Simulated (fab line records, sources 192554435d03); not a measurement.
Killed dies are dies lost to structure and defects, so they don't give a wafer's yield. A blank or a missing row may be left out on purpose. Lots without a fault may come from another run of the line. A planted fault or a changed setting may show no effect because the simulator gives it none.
Chamber matching | flow n5_finfet | N5_BEOL_M10_ETCH_65 on rie_diel-01: 4 sister chambers
The step etches SiARC in CF4, target depth 39 nm, time 65 s. 14 wafers are shown with their chamber, then 6 later ones without.

WAFERS WITH THEIR CHAMBER
wafer  | chamber | drypump_motor_current_A (A) | showerhead_plenum_p_Torr (Torr) | throttle_valve_pct (%)
L306.1 | 0       | 5.2                         | 2.24                            | 15.49
L306.3 | 1       | 5.3                         | 2.10                            | 15.97
L306.4 | 1       | 5.3                         | 2.10                            | 15.97
L307.1 | 3       | 6.2                         | 2.10                            | 15.18
L307.4 | 3       | 6.1                         | 2.10                            | 15.20
L307.6 | 0       | 5.2                         | 2.23                            | 15.52
L309.3 | 2       | 5.6                         | 2.08                            | 15.42
L309.5 | 3       | 6.2                         | 2.10                            | 15.18
L309.6 | 2       | 5.6                         | 2.08                            | 15.43
L314.1 | 2       | 5.6                         | 2.07                            | 15.46
L314.5 | 0       | 5.2                         | 2.23                            | 15.54
L323.3 | 3       | 6.2                         | 2.09                            | 15.28
L323.4 | 0       | 5.2                         | 2.22                            | 15.59
L323.6 | 3       | 6.1                         | 2.09                            | 15.27

SIGNATURES (means of the wafers above)
reading                  | chamber 0 | chamber 1 | chamber 2 | chamber 3 | scatter within a chamber
drypump_motor_current_A  | 5.200     | 5.300     | 5.600     | 6.160     | 0.0346
showerhead_plenum_p_Torr | 2.2300    | 2.1000    | 2.0767    | 2.0960    | 0.00622
throttle_valve_pct       | 15.5350   | 15.9700   | 15.4367   | 15.2220   | 0.0398
Rule: a wafer's distance from a chamber is the root of the sum, over the readings, of the square of ((its reading less the chamber's mean) divided by the reading's scatter). The wafer belongs to the nearest chamber; if the next one is less than 2 further off, it can't be placed. The scatter: the root of (the sum of the squares of (reading less its chamber's mean) over the shown wafers, divided by (wafers less chambers)).

WAFERS WITHOUT THEIR CHAMBER
wafer  | drypump_motor_current_A (A) | showerhead_plenum_p_Torr (Torr) | throttle_valve_pct (%)
L327.1 | 5.6                         | 2.06                            | 15.50
L327.2 | 5.2                         | 2.22                            | 15.60
L327.3 | 6.1                         | 2.08                            | 15.30
L328.3 | 5.5                         | 2.06                            | 15.51
L328.5 | 5.2                         | 2.22                            | 15.62
L328.6 | 5.3                         | 2.08                            | 15.56

WHICH CHAMBER EACH WENT THROUGH
wafer  | from the rows above     | in truth
L327.1 | 2                       | 2
L327.2 | 0                       | 0
L327.3 | 3                       | 3
L328.3 | 2                       | 2
L328.5 | 0                       | 0
L328.6 | can't be placed: 2 or 1 | 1
Placed correctly: 5 of 6. Can't be placed from these rows: 1 (the true chamber is among the candidates in 1). Placed wrongly: 0.
